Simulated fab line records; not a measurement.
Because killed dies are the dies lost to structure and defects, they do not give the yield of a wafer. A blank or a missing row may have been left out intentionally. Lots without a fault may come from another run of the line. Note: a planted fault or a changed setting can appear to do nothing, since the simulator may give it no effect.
fab line records	flow n5-finfet	part 1 of 2: steps 1 to 18 of 33
record: lots: 5	wafers: 15	last-day: 17
route steps=1938 shown SD_EPI_P@298 SD_ACTIVATION@330
lots that met no fault: from a run of the same line without faults
start-h: start of the lot's first displayed wafer, in hours after the record's first day	wait-h: hours elapsed since this lot's preceding step	" same as the row above	L1.1+2: a single row standing in for several wafers	- value missing, or start not given	* or withheld: withheld	< > ~ a bound
route shown NAME@n: NAME is a module with steps in the file, n the number in the route of the first one	usual: mean/standard deviation taken from wafers without a fault	same: alike in all rows	chamber/n: place in a boat	sites: per-site readings	_std_site: the standard deviation of these	_edge_site: inner sites' mean taken away from outer sites' mean	radius-mm: for every site, how far away it sits from the centre of the wafer	mask NAME#n: copy n	behind: tool/chamber where the wafer was last shaped	hold: the reason the lot was held/the length of the hold in hours/how it ended	device: transistor that didn't switch, given as n, p or np	end of line: tests of these same wafers at the route's end	a step without rows: its recipe alone	killed: dies that structure and defects cost at the first sort, which is not the same as the wafer's yield	map: a wafer's dies, marking killed ones x, the rest . and places with no die _
set.NAME: the setting the step ran with; set.NAME@STEP: the setting that earlier step ran with	model.NAME: the simulator's own value behind a step, which no gauge read
certain route steps with their lots: each step a table, each wafer a row
services: the hour from which a tool's chamber was out of use, counted from the record's first day as start-h (under 0 if before that day), plus the number of hours and why
== steps ==
step: N5_SD_EPI_P_EBR_05
recipe: solvent: PGMEA	ebr-width-mm: 1.5
lot.wafer	tool	chamber	start-h	wait-h
L077.2+3+5	litho-track-04	0	-	-
L089.2+3+4	litho-track-04	0	-	-
L090.1+2+5	litho-track-01	0	-	-
L093.2+3+5	litho-track-01	0	-	-
L095.1+2+4	litho-track-03	0	-	-
step: N5_SD_EPI_P_SOFTBAKE_04
recipe: temp-c: 110	time-s: 60	resist: CAR-ArF-block
lot.wafer	tool	chamber	start-h	wait-h
L077.2+3+5	litho-track-04	0	-	-
L089.2+3+4	litho-track-04	0	-	-
L090.1+2+5	litho-track-01	0	-	-
L093.2+3+5	litho-track-01	0	-	-
L095.1+2+4	litho-track-03	0	-	-
step: N5_SD_EPI_P_EXPOSE_06
recipe: mask-id: SD_P_BLK	na: 1.35	source-shape: conventional	sigma-outer: 0.8	polarization: unpolarized	target-cd-nm: 240	dose-mj: 39.5
same: na: 1.35
lot.wafer	tool	chamber	start-h	wait-h	mask
L077.2+3+5	arfi-scanner-03	0	71.60	-	SD_P_BLK#0
L089.2+3+4	arfi-scanner-01	0	144.53	-	SD_P_BLK#0
L090.1+2+5	arfi-scanner-01	0	150.53	-	SD_P_BLK#0
L093.2+3+5	arfi-scanner-03	0	170.19	-	SD_P_BLK#0
L095.1+2+4	arfi-scanner-01	0	181.97	-	SD_P_BLK#0
step: N5_SD_EPI_P_PEB_07
recipe: peb-temp-c: 110	peb-time-s: 60	resist: CAR-ArF-block
lot.wafer	tool	chamber	start-h	wait-h
L077.2+3+5	litho-track-01	0	71.65	0.0
L089.2+3+4	litho-track-03	0	144.58	0.0
L090.1+2+5	litho-track-04	0	150.59	0.1
L093.2+3+5	litho-track-01	0	170.25	0.0
L095.1+2+4	litho-track-04	0	182.02	0.1
step: N5_SD_EPI_P_DEVELOP_08
recipe: develop-time-s: 30	developer: TMAH	resist: CAR-ArF-block	dev-temp-c: 23	rinse-liquid: diw	dry: air-spin
usual: developer-temp-C: 22.99/0.1
lot.wafer	tool	chamber	start-h	wait-h	developer-temp-C
L077.2	litho-track-01	0	-	-	22.94
L077.3	"	0	"	"	22.94
L077.5	"	0	"	"	23.01
L089.2	litho-track-03	0	-	-	22.93
L089.3	"	0	"	"	22.97
L089.4	"	0	"	"	22.87
L090.1	litho-track-04	0	-	-	23.02
L090.2	"	0	"	"	22.91
L090.5	"	0	"	"	22.78
L093.2	litho-track-01	0	-	-	22.87
L093.3	"	0	"	"	22.91
L093.5	"	0	"	"	22.89
L095.1	litho-track-04	0	-	-	23.15
L095.2	"	0	"	"	23.14
L095.4	"	0	"	"	23.07
step: N5_SD_EPI_P_CD_MEAS_09
recipe: target-cd-nm: 240	landing-energy-ev: 500	detector: se-inlens
usual: cd-nm: 239.7/0.86
lot.wafer	tool	chamber	start-h	wait-h	cd-nm
L077.2	cd-sem-01	0	71.72	-	240.3
L077.3	"	0	"	"	240.7
L077.5	"	0	"	"	242.1
L089.2	cd-sem-03	0	144.65	-	239.1
L089.3	"	0	"	"	238.9
L089.4	"	0	"	"	239.7
L090.1	cd-sem-03	0	150.65	-	239.0
L090.2	"	0	"	"	239.5
L090.5	"	0	"	"	240.1
L093.2	cd-sem-03	0	170.31	-	239.8
L093.3	"	0	"	"	239.5
L093.5	"	0	"	"	240.4
L095.1	cd-sem-02	0	182.09	-	239.7
L095.2	"	0	"	"	239.7
L095.4	"	0	"	"	239.3
step: N5_SD_EPI_P_OVL_MEAS_10
recipe: points-per-wafer: 44
usual: SD_P_BLK_OVL: 0.0/0.59
lot.wafer	tool	chamber	start-h	wait-h	SD_P_BLK_OVL[nm]
L077.2	overlay-02	0	71.74	0.0	-0.9
L077.3	"	0	"	"	0.0
L077.5	"	0	"	"	-0.4
L089.2	overlay-02	0	144.68	0.0	1.6
L089.3	"	0	"	"	1.0
L089.4	"	0	"	"	0.7
L090.1	overlay-02	0	150.69	0.0	-0.2
L090.2	"	0	"	"	0.6
L090.5	"	0	"	"	0.5
L093.2	overlay-02	0	170.34	0.0	0.6
L093.3	"	0	"	"	-0.9
L093.5	"	0	"	"	0.4
L095.1	overlay-02	0	182.12	0.0	0.5
L095.2	"	0	"	"	-0.9
L095.4	"	0	"	"	-0.1
step: N5_SD_EPI_P_INSPECT_11
recipe: mode: adi	inspect-instrument: macro
usual: raw-defect-count: 2.1/1.5
lot.wafer	tool	chamber	start-h	wait-h	raw-defect-count
L077.2	defect-inspect-02	-	71.77	0.0	0
L077.3	"	-	"	"	4
L077.5	"	-	"	"	0
L089.2	defect-inspect-01	-	144.70	0.0	1
L089.3	"	-	"	"	2
L089.4	"	-	"	"	1
L090.1	defect-inspect-01	-	150.71	0.0	4
L090.2	"	-	"	"	1
L090.5	"	-	"	"	5
L093.2	defect-inspect-01	-	170.37	0.0	3
L093.3	"	-	"	"	0
L093.5	"	-	"	"	1
L095.1	defect-inspect-02	-	182.15	0.0	2
L095.2	"	-	"	"	2
L095.4	"	-	"	"	3
step: N5_SD_EPI_P_DESCUM_14
recipe: chemistry: O2	time-s: 7.9	source-power-w: 50	bias-power-w: 20	pressure-mtorr: 20	rf-frequency-hz: 2.712e+07	temp-c: 40	resist: CAR-ArF-block	o2-flow-sccm: 225
usual: drypump-motor-current-A: 5.7/0.48	oes-product-au: 0.79/0.081	rf-vpp-V: 243.2/1.6	showerhead-plenum-p-Torr: 2.10/0.082	throttle-valve-pct: 20.50/0.28
lot.wafer	tool	chamber	start-h	wait-h	drypump-motor-current-A	oes-product-au	rf-hours-counter-h	rf-vpp-V	showerhead-plenum-p-Torr	throttle-valve-pct
L077.2	rie-diel-02	2	71.80	0.0	5.6	0.75	186	242.1	2.00	20.45
L077.3	"	0	"	"	5.2	0.94	3	242.2	2.08	20.53
L077.5	"	3	"	"	5.5	0.94	-	245.0	2.26	20.38
L089.2	rie-diel-02	2	144.74	0.0	5.6	0.73	209	242.5	2.00	20.50
L089.3	"	1	"	"	6.2	0.74	182	244.2	2.07	20.21
L089.4	"	0	"	"	5.3	0.87	26	241.9	2.07	20.56
L090.1	rie-diel-01	0	151.16	0.4	5.5	0.92	19	243.3	2.12	20.01
L090.2	"	1	"	"	6.6	0.69	216	241.3	1.98	20.06
L090.5	"	3	"	"	6.6	0.75	-	244.0	2.19	20.70
L093.2	rie-diel-02	0	170.73	0.4	5.2	0.86	33	243.4	2.07	20.58
L093.3	"	1	"	"	6.2	0.74	188	242.8	2.06	20.23
L093.5	"	3	"	"	5.6	0.87	-	245.0	2.25	20.40
L095.1	rie-diel-03	0	182.73	0.6	5.6	0.72	222	245.2	2.14	20.79
L095.2	"	3	"	"	5.1	0.74	199	242.1	2.07	20.59
L095.4	"	2	"	"	5.3	0.71	229	244.3	2.15	20.68
step: N5_SD_EPI_P_ETCH_36
recipe: chemistry: CF4	target: SiARC	target-depth-a: 455	mask-material: CAR-ArF-block	time-s: 75.8	ion-energy-ev: 80	pressure-mtorr: 40	source-w: 545	bias-w: 36	Ar_flow_sccm: 100	cf4-flow-sccm: 100	ends: cleared
usual: bias-w: 35.99/0.099	drypump-motor-current-A: 5.7/0.48	etch-rf-on-time-s: 75.7/2.1	oes-product-au: 0.67/0.062	rf-vpp-V: 184.2/1.4	showerhead-plenum-p-Torr: 2.14/0.072	throttle-valve-pct: 15.62/0.25
lot.wafer	tool	chamber	start-h	wait-h	bias-w	drypump-motor-current-A	etch-rf-on-time-s	oes-product-au	rf-hours-counter-h	rf-vpp-V	showerhead-plenum-p-Torr	throttle-valve-pct
L077.2	rie-diel-02	2	71.84	0.0	36.03	5.6	74.9	0.64	186	182.5	2.04	15.60
L077.3	"	0	"	"	36.09	5.3	79.6	0.78	3	184.5	2.12	15.44
L077.5	"	3	"	"	35.99	5.6	77.3	0.80	-	185.4	2.26	15.19
L089.2	rie-diel-02	2	144.77	0.0	36.16	5.6	75.8	0.62	209	182.0	2.04	15.64
L089.3	"	1	"	"	36.09	6.3	75.1	0.63	182	184.4	2.13	15.54
L089.4	"	0	"	"	36.01	5.2	78.7	0.74	26	183.5	2.11	15.49
L090.1	rie-diel-01	0	151.19	0.0	35.95	5.6	76.0	0.78	19	184.3	2.18	15.32
L090.2	"	1	"	"	36.12	6.6	75.0	0.60	216	181.9	2.05	15.47
L090.5	"	3	"	"	35.82	6.6	76.2	0.62	-	185.8	2.22	15.80
L093.2	rie-diel-02	0	170.77	0.0	36.07	5.2	81.6	0.71	33	184.1	2.11	15.50
L093.3	"	1	"	"	36.02	6.2	76.6	0.63	188	184.1	2.13	15.56
L093.5	"	3	"	"	35.93	5.5	78.1	0.75	-	185.8	2.25	15.26
L095.1	rie-diel-03	0	182.77	0.0	35.83	5.6	74.7	0.62	222	185.4	2.20	16.04
L095.2	"	3	"	"	36.00	5.0	72.8	0.63	199	184.3	2.11	15.81
L095.4	"	2	"	"	35.91	5.3	73.8	0.61	229	183.8	2.20	15.88
step: N5_SD_EPI_P_ETCH_37
recipe: chemistry: N2/H2	target: SOC	overetch-a: 1080	mask-material: SiARC	temp-c: 40	ion-energy-ev: 100	source-w: 3000	bias-w: 133	pressure-mtorr: 20	time-s: 486	n2-flow-sccm: 200	h2-flow-sccm: 200	ends: end-point
usual: bias-w: 133.0/0.41	drypump-motor-current-A: 5.7/0.48	h2-flow-sccm: 200.0/0.67	oes-product-au: 0.70/0.072	rf-vpp-V: 240.6/1.5	showerhead-plenum-p-Torr: 2.54/0.09	throttle-valve-pct: 23.80/0.3
lot.wafer	tool	chamber	start-h	wait-h	bias-w	drypump-motor-current-A	h2-flow-sccm	oes-product-au	rf-hours-counter-h	rf-vpp-V	showerhead-plenum-p-Torr	throttle-valve-pct
L077.2	rie-diel-02	2	71.89	0.0	133.0	5.6	199.4	0.66	186	239.2	2.42	23.74
L077.3	"	0	"	"	133.1	5.3	199.5	0.84	3	240.0	2.49	23.85
L077.5	"	3	"	"	132.9	5.5	199.8	0.85	-	242.5	2.67	23.39
L089.2	rie-diel-02	2	144.83	0.0	133.6	5.6	200.9	0.65	209	237.5	2.41	23.75
L089.3	"	1	"	"	132.4	6.2	200.7	0.66	182	241.5	2.53	23.85
L089.4	"	0	"	"	132.3	5.2	201.7	0.78	26	242.0	2.48	23.90
L090.1	rie-diel-01	0	151.25	0.0	132.5	5.6	199.6	0.81	19	242.9	2.58	23.23
L090.2	"	1	"	"	132.7	6.6	200.6	0.63	216	239.4	2.40	23.39
L090.5	"	3	"	"	132.4	6.6	199.3	0.66	-	241.4	2.65	24.19
L093.2	rie-diel-02	0	170.82	0.0	133.4	5.2	199.5	0.77	33	239.2	2.48	23.88
L093.3	"	1	"	"	133.0	6.2	202.3	0.66	188	241.0	2.53	23.87
L093.5	"	3	"	"	133.5	5.5	200.3	0.79	-	241.1	2.66	23.43
L095.1	rie-diel-03	0	182.82	0.0	133.0	5.7	199.6	0.65	222	242.6	2.61	24.14
L095.2	"	3	"	"	133.0	5.1	200.4	0.64	199	240.5	2.53	24.00
L095.4	"	2	"	"	133.6	5.3	200.2	0.63	229	241.5	2.59	23.85
step: N5_SD_EPI_P_STRIP_38
recipe: chemistry: N2/H2	temp-c: 40	n2-flow-sccm: 200	h2-flow-sccm: 200	rf-frequency-hz: 6e+07
lot.wafer	tool	chamber	start-h	wait-h
L077.2+3+5	rie-diel-02	2,0,3	72.21	0.2
L089.2+3+4	rie-diel-02	2,1,0	145.14	0.2
L090.1+2+5	rie-diel-01	0,1,3	151.56	0.2
L093.2+3+5	rie-diel-02	0,1,3	171.14	0.2
L095.1+2+4	rie-diel-03	0,3,2	183.14	0.2
step: N5_SD_EPI_P_ETCHBACK_46
recipe: chemistry: CH3F/O2	mode: anisotropic-etchback	target: SiNx	target-depth-a: 175	stop-on: SiO2	over-etch-frac: 0.3	ion-energy-ev: 120	pressure-mtorr: 30	source-w: 395	bias-w: 73	Ar_flow_sccm: 150	CH3F_flow_sccm: 30	O2_flow_sccm: 20
usual: bias-w: 72.99/0.2	drypump-motor-current-A: 5.7/0.48	oes-product-au: 0.67/0.068	rf-vpp-V: 298/11	showerhead-plenum-p-Torr: 2.01/0.082	throttle-valve-pct: 16.38/0.25
lot.wafer	tool	chamber	start-h	wait-h	bias-w	drypump-motor-current-A	oes-product-au	rf-hours-counter-h	rf-vpp-V	showerhead-plenum-p-Torr	throttle-valve-pct
L077.2	rie-diel-02	2	72.22	0.0	72.76	5.6	0.63	186	304	1.89	16.25
L077.3	"	0	"	"	73.00	5.3	0.80	4	303	1.97	16.16
L077.5	"	3	"	"	73.14	5.5	0.81	-	288	2.14	16.09
L089.2	rie-diel-02	2	145.15	0.0	72.90	5.6	0.62	209	304	1.88	16.30
L089.3	"	1	"	"	73.02	6.2	0.63	182	297	2.01	16.38
L089.4	"	0	"	"	73.21	5.2	0.74	26	301	1.96	16.20
L090.1	rie-diel-01	0	151.57	0.0	72.76	5.5	0.78	19	299	2.04	16.03
L090.2	"	1	"	"	72.98	6.6	0.60	216	277	1.90	16.13
L090.5	"	3	"	"	73.21	6.6	0.62	-	320	2.09	16.60
L093.2	rie-diel-02	0	171.15	0.0	73.30	5.2	0.73	34	301	1.96	16.22
L093.3	"	1	"	"	73.00	6.2	0.63	188	296	2.00	16.39
L093.5	"	3	"	"	72.94	5.5	0.76	-	288	2.13	16.14
L095.1	rie-diel-03	0	183.15	0.0	73.12	5.7	0.62	222	290	2.07	16.89
L095.2	"	3	"	"	73.20	5.0	0.62	199	301	1.96	16.46
L095.4	"	2	"	"	73.19	5.3	0.60	229	288	2.06	16.62
step: N5_SD_EPI_P_ETCH_47
recipe: chemistry: CH3F/O2	target: SiOCN	target-depth-a: 250	mask-material: SOC	ion-energy-ev: 60	bias-w: 29	pressure-mtorr: 30	source-w: 410	Ar_flow_sccm: 150	CH3F_flow_sccm: 30	O2_flow_sccm: 20
usual: bias-w: 29.01/0.082	drypump-motor-current-A: 5.7/0.48	oes-product-au: 0.78/0.075	rf-vpp-V: 128/4.5	showerhead-plenum-p-Torr: 2.01/0.082	throttle-valve-pct: 16.35/0.25
lot.wafer	tool	chamber	start-h	wait-h	bias-w	drypump-motor-current-A	oes-product-au	rf-hours-counter-h	rf-vpp-V	showerhead-plenum-p-Torr	throttle-valve-pct
L077.2	rie-diel-02	2	72.32	0.1	29.08	5.6	0.75	186	129	1.89	16.21
L077.3	"	0	"	"	28.98	5.3	0.93	4	130	1.97	16.12
L077.5	"	3	"	"	29.08	5.5	0.94	-	125	2.14	16.06
L089.2	rie-diel-02	2	145.25	0.1	28.99	5.6	0.72	209	130	1.88	16.27
L089.3	"	1	"	"	29.01	6.3	0.74	182	128	2.01	16.34
L089.4	"	0	"	"	28.89	5.3	0.86	26	129	1.96	16.17
L090.1	rie-diel-01	0	151.67	0.1	29.09	5.5	0.91	19	129	2.04	16.02
L090.2	"	1	"	"	28.95	6.6	0.70	216	119	1.90	16.09
L090.5	"	3	"	"	28.94	6.6	0.75	-	137	2.09	16.58
L093.2	rie-diel-02	0	171.25	0.1	28.91	5.2	0.84	34	129	1.96	16.19
L093.3	"	1	"	"	29.03	6.3	0.73	188	127	2.00	16.36
L093.5	"	3	"	"	29.09	5.5	0.87	-	125	2.13	16.13
L095.1	rie-diel-03	0	183.25	0.1	29.18	5.6	0.71	222	126	2.07	16.85
L095.2	"	3	"	"	29.17	5.1	0.73	199	129	1.96	16.41
L095.4	"	2	"	"	28.95	5.3	0.70	229	124	2.06	16.60
step: N5_SD_EPI_P_ETCH_16
recipe: chemistry: CHF3/O2	target: SiO2	target-depth-a: 50	mask-material: SOC	pressure-mtorr: 30	source-w: 650	bias-w: 170	Ar_flow_sccm: 200	CHF3_flow_sccm: 50	O2_flow_sccm: 5	ion-energy-ev: 200
usual: bias-w: 170.0/0.51	drypump-motor-current-A: 5.7/0.48	oes-product-au: 0.78/0.074	rf-vpp-V: 525/20	showerhead-plenum-p-Torr: 2.41/0.096	throttle-valve-pct: 18.92/0.25
lot.wafer	tool	chamber	start-h	wait-h	bias-w	drypump-motor-current-A	oes-product-au	rf-hours-counter-h	rf-vpp-V	showerhead-plenum-p-Torr	throttle-valve-pct
L077.2	rie-diel-02	2	72.42	0.1	170.7	5.6	0.75	186	535	2.28	18.74
L077.3	"	0	"	"	169.1	5.2	0.91	4	532	2.37	18.69
L077.5	"	3	"	"	169.6	5.5	0.94	-	509	2.58	18.70
L089.2	rie-diel-02	2	145.35	0.1	169.9	5.6	0.72	209	534	2.27	18.79
L089.3	"	1	"	"	170.5	6.2	0.74	182	523	2.42	18.93
L089.4	"	0	"	"	170.4	5.3	0.86	26	530	2.36	18.72
L090.1	rie-diel-01	0	151.77	0.1	170.1	5.5	0.91	19	525	2.45	18.61
L090.2	"	1	"	"	169.7	6.6	0.70	216	487	2.30	18.64
L090.5	"	3	"	"	170.0	6.6	0.75	-	565	2.51	19.17
L093.2	rie-diel-02	0	171.35	0.1	170.4	5.2	0.85	34	532	2.35	18.74
L093.3	"	1	"	"	170.3	6.2	0.74	188	523	2.42	18.93
L093.5	"	3	"	"	170.5	5.5	0.88	-	509	2.57	18.74
L095.1	rie-diel-03	0	183.35	0.1	170.5	5.7	0.72	222	508	2.50	19.44
L095.2	"	3	"	"	169.2	5.0	0.74	199	533	2.36	18.98
L095.4	"	2	"	"	169.7	5.3	0.70	229	509	2.48	19.21
step: N5_SD_EPI_P_STRIP_50
recipe: chemistry: CHF3/O2	resist: SiARC	rf-frequency-hz: 6e+07
lot.wafer	tool	chamber	start-h	wait-h
L077.2+3+5	rie-diel-02	2,0,3	72.46	0.0
L089.2+3+4	rie-diel-02	2,1,0	145.39	0.0
L090.1+2+5	rie-diel-01	0,1,3	151.81	0.0
L093.2+3+5	rie-diel-02	0,1,3	171.39	0.0
L095.1+2+4	rie-diel-03	0,3,2	183.39	0.0
step: N5_SD_EPI_P_SD_RECESS_17
recipe: chemistry: HBr/Cl2/O2	target-depth-a: 391	bt-time-s: 3	pressure-mtorr: 10	icp-w: 800	bias-w: 112	HBr_flow_sccm: 150	Cl2_flow_sccm: 80	O2_flow_sccm: 12
usual: bias-w: 112.0/0.37	drypump-motor-current-A: 5.8/0.41	mfc-cl2-sccm: 80.00/0.25	oes-product-au: 1.003/0.015	throttle-valve-pct: 37.0/0.48
lot.wafer	tool	chamber	start-h	wait-h	bias-w	drypump-motor-current-A	mfc-cl2-sccm	oes-product-au	rf-hours-counter-h	throttle-valve-pct
L077.2	rie-si-03	2	72.49	0.0	112.4	5.4	80.31	0.972	116	37.1
L077.3	"	3	"	"	111.4	5.4	80.04	1.016	7	36.2
L077.5	"	1	"	"	111.6	5.7	79.90	1.005	-	37.0
L089.2	rie-si-02	1	145.42	0.0	112.1	6.2	79.94	1.016	141	37.8
L089.3	"	0	"	"	112.1	6.3	80.18	0.970	132	37.0
L089.4	"	2	"	"	112.3	5.6	80.11	1.020	8	37.5
L090.1	rie-si-02	2	151.84	0.0	111.5	5.6	79.52	1.024	8	37.4
L090.2	"	1	"	"	112.7	6.2	79.83	1.026	141	37.8
L090.5	"	1	"	"	111.9	6.2	79.56	1.019	-	37.8
L093.2	rie-si-03	3	171.42	0.0	111.7	5.4	80.26	1.021	9	36.2
L093.3	"	0	"	"	111.8	5.2	80.00	0.995	50	36.8
L093.5	"	2	"	"	111.9	5.4	79.97	0.981	-	37.1
L095.1	rie-si-03	2	183.42	0.0	111.5	5.4	80.07	0.974	118	37.1
L095.2	"	0	"	"	112.1	5.2	80.25	0.990	51	36.8
L095.4	"	3	"	"	111.9	5.4	80.28	1.007	9	36.2
step: N5_SD_EPI_P_WET_ETCH_45
recipe: chemistry: dHF	dilution: withheld	time-s: 10.7	target: SiO2	target-depth-a: 20	temp-c: 25	dry: ipa-marangoni	rinse-time-s: 30	rinse-temp-c: 23
usual: rinse-temp-c: 23.01/0.1
lot.wafer	tool	chamber	start-h	wait-h	rinse-temp-c
L077.2	wet-bench-02	0	72.58	0.1	23.33
L077.3	"	4	"	"	23.11
L077.5	"	5	"	"	23.03
L089.2	wet-bench-02	6	145.52	0.1	23.07
L089.3	"	2	"	"	22.96
L089.4	"	7	"	"	23.02
L090.1	wet-bench-02	2	151.94	0.1	23.09
L090.2	"	3	"	"	23.14
L090.5	"	4	"	"	22.80
L093.2	wet-bench-02	1	171.51	0.1	22.98
L093.3	"	2	"	"	23.00
L093.5	"	5	"	"	23.03
L095.1	wet-bench-03	3	183.51	0.1	22.95
L095.2	"	1	"	"	22.80
L095.4	"	0	"	"	22.96
